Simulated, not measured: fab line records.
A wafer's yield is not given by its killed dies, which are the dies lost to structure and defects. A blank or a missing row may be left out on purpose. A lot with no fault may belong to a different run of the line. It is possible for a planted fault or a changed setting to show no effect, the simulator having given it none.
A lot that was struck, set against a sound lot -- flow n5_finfet -- 15 steps out of a route of 1938
Sound: wafers L854.1, L854.4, L854.5. The struck wafers were L862.2, L862.3, L862.4. The cause is named last.
Order at every step that has rows: each side's tool, ch and its chambers, its first start. Under that, the readings that differ: sound wafers -- struck wafers -- difference of the means -- sigmas: that difference in standard deviations of wafers without a fault.
alike: same words and numbers on both sides, and readings whose means sit less than 2 such deviations apart. not compared: any withheld reading, any reading some wafer has no value for, any bound like >300 that may hide the same value, and any number with overlapping values for which the record gives no deviation.
The two part at a step that has a row with sigmas, a row that says differs or no value, or rows on one side only. Numbers that don't overlap but have no deviation are shown without sigmas and don't part them. Lack of a reading on every wafer of one side parts them only where that side has two or more wafers.

N5_BEOL_M8_OVL_MEAS_12:
  sound on overlay-01 ch 0, day 9 18:52; struck on overlay-02 ch 0, day 11 18:58
  alike: M8_OVL
N5_BEOL_M8_INSPECT_13: inspects for defects (brightfield).
  sound on defect_inspect-02 at day 9 18:53; struck on defect_inspect-01 at day 11 18:59
  alike: raw_defect_count
N5_BEOL_M8_DESCUM_16: chemistry O2, time 7.9 s.
  sound on rie_diel-04 ch 0,2, day 9 19:07; struck on rie_diel-02 ch 0,1,3, day 11 19:02
  alike: drypump_motor_current_A, oes_product_au, rf_vpp_V, showerhead_plenum_p_Torr, throttle_valve_pct
  not compared: rf_hours_counter_h
N5_BEOL_M8_ETCH_61: etches SiARC in CF4, target depth 45.5 nm, time 75.8 s.
  sound on rie_diel-04 ch 0,2, day 9 19:08; struck on rie_diel-02 ch 0,1,3, day 11 19:04
reading,sound,struck,difference,sigmas
rf_vpp_V (V),188.1 185.3 185.6,184.5 182.8 184.2,-2.5,-2
  alike: drypump_motor_current_A, etch_rf_on_time_s, oes_product_au, showerhead_plenum_p_Torr, throttle_valve_pct
  not compared: rf_hours_counter_h
N5_BEOL_M8_ETCH_62: etches SOC in N2/H2, target depth 110 nm, overetch 22 nm, time 165 s.
  sound on rie_diel-04 ch 0,2, day 9 19:12; struck on rie_diel-02 ch 0,1,3, day 11 19:07
reading,sound,struck,difference,sigmas
rf_vpp_V (V),526.4 528.1 527.9,521.9 520.2 524.5,-5.3,-2
showerhead_plenum_p_Torr (Torr),2.67 2.71 2.67,2.48 2.40 2.56,-0.20,-2
  alike: drypump_motor_current_A, oes_product_au, throttle_valve_pct
  not compared: rf_hours_counter_h
then, 1 step without rows for these wafers: N5_BEOL_M8_STRIP_68 (strips in N2/H2).
N5_BEOL_M8_STRIP_67: strips in CF4.
  sound on rie_diel-04 ch 0,2, day 9 19:21; struck on rie_diel-02 ch 0,1,3, day 11 19:16
  alike: drypump_motor_current_A, oes_product_au, rf_vpp_V, showerhead_plenum_p_Torr, throttle_valve_pct
  not compared: rf_hours_counter_h
then, 1 step without rows for these wafers: N5_BEOL_M8_HM_OPEN_17 (chemistry Cl2/BCl3, target TiN, target depth 20 nm, overetch 6 nm).
N5_BEOL_M8_STRIP_19: strips in O2.
  sound on rie_diel-04 ch 0,2,3, day 9 19:30; struck on rie_diel-06 ch 0,2,3, day 11 19:32
  alike: drypump_motor_current_A, oes_product_au, rf_vpp_V, showerhead_plenum_p_Torr, throttle_valve_pct
  not compared: rf_hours_counter_h
N5_BEOL_M8_CD_MEAS_18: pitch 80 nm, target cd 40 nm.
  sound on cd_sem-03 at day 9 19:35; struck on cd_sem-01 at day 11 19:36
  alike: cd_nm
then, 2 steps without rows for these wafers: N5_BEOL_M8_COAT_63 (time 60 s, resist thk 60 nm); N5_BEOL_M8_COAT_64 (time 60 s, resist thk 12 nm).
N5_BEOL_M8_COAT_71: time 60 s, resist thk 5 nm.
  sound on litho_track-04 ch 0, day 9 23:05; struck on litho_track-05 ch 0, day 11 20:43
reading,sound,struck,difference,sigmas
heater_power_total_W (W),392.7 392.0 389.5,372.8 376.9 372.9,-17.2,-14
plate_temp_C (C),204.92 204.84 205.24,197.86 197.92 197.85,-7.12,-51
then, 1 step without rows for these wafers: N5_BEOL_M8_COAT_22 (resist thk 30 nm).
N5_PASSIVATION_PROBE_49:
  the record holds rows for the sound wafers here (prober-01, day 13 05:15) but none for the struck ones

== WHERE THEY PART ==
Last at N5_PASSIVATION_PROBE_49 as far as this record goes, first at N5_BEOL_M8_ETCH_61.

WHY: what the simulator had put in
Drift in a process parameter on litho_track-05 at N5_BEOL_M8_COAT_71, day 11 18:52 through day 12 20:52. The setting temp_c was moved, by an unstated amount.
